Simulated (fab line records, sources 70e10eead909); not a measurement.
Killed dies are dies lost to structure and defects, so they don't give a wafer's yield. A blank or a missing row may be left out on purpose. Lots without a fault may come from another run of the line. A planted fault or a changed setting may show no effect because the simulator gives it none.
Chamber matching | flow nand_harc | NHARC_A_STAIRCASE_ALD_420 on ald_hk-03: 4 sister chambers
The step deposits SiO2, target thk 20 nm, pulse time 6 s, ald cycles 200. 8 wafers are shown with their chamber, then 11 later ones without.

WAFERS WITH THEIR CHAMBER
wafer  | chamber | heater_power_w (W) | precursor_pulse_height_rel
L080.1 | 1       | 437                | 1.010
L080.4 | 0       | 450                | 0.980
L082.2 | 1       | 452                | 0.986
L082.6 | 3       | 478                | 0.974
L086.1 | 0       | 457                | 0.973
L086.3 | 2       | 504                | 1.024
L086.4 | 3       | 494                | 1.002
L088.1 | 2       | 499                | 1.041

WAFERS WITHOUT THEIR CHAMBER
wafer  | heater_power_w (W) | precursor_pulse_height_rel
L088.4 | 483                | 1.010
L088.5 | 480                | 1.007
L087.2 | 431                | 0.991
L087.3 | 498                | 1.014
L087.5 | 479                | 1.020
L093.3 | 450                | 1.028
L093.4 | 483                | 1.025
L093.6 | 487                | 0.985
L094.2 | 477                | 0.986
L094.5 | 455                | 0.993
L094.6 | 424                | 0.976

WHICH CHAMBER EACH WENT THROUGH
wafer  | from the rows above          | in truth
L088.4 | can't be placed: 3 or 2      | 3
L088.5 | can't be placed: 3 or 2      | 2
L087.2 | can't be placed: 1 or 0      | 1
L087.3 | can't be placed: 2 or 3      | 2
L087.5 | can't be placed: 3 or 2 or 0 | 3
L093.3 | can't be placed: 1 or 0      | 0
L093.4 | can't be placed: 2 or 3      | 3
L093.6 | 3                            | 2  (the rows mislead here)
L094.2 | can't be placed: 3 or 0      | 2
L094.5 | can't be placed: 0 or 1      | 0
L094.6 | can't be placed: 1 or 0      | 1
Placed correctly: 0 of 11. Can't be placed from these rows: 10 (the true chamber is among the candidates in 9). Placed wrongly: 1.
How it was worked out, from the rows above alone: a wafer's distance from a chamber is the root of the sum, over the readings, of the square of ((its reading less the chamber's mean) divided by the reading's scatter). The wafer belongs to the nearest chamber; if the next one is less than 2 further off, it can't be placed. A chamber's mean is the mean of its shown wafers. The scatter: the root of (the sum of the squares of (reading less its chamber's mean) over the shown wafers, divided by (wafers less chambers)).
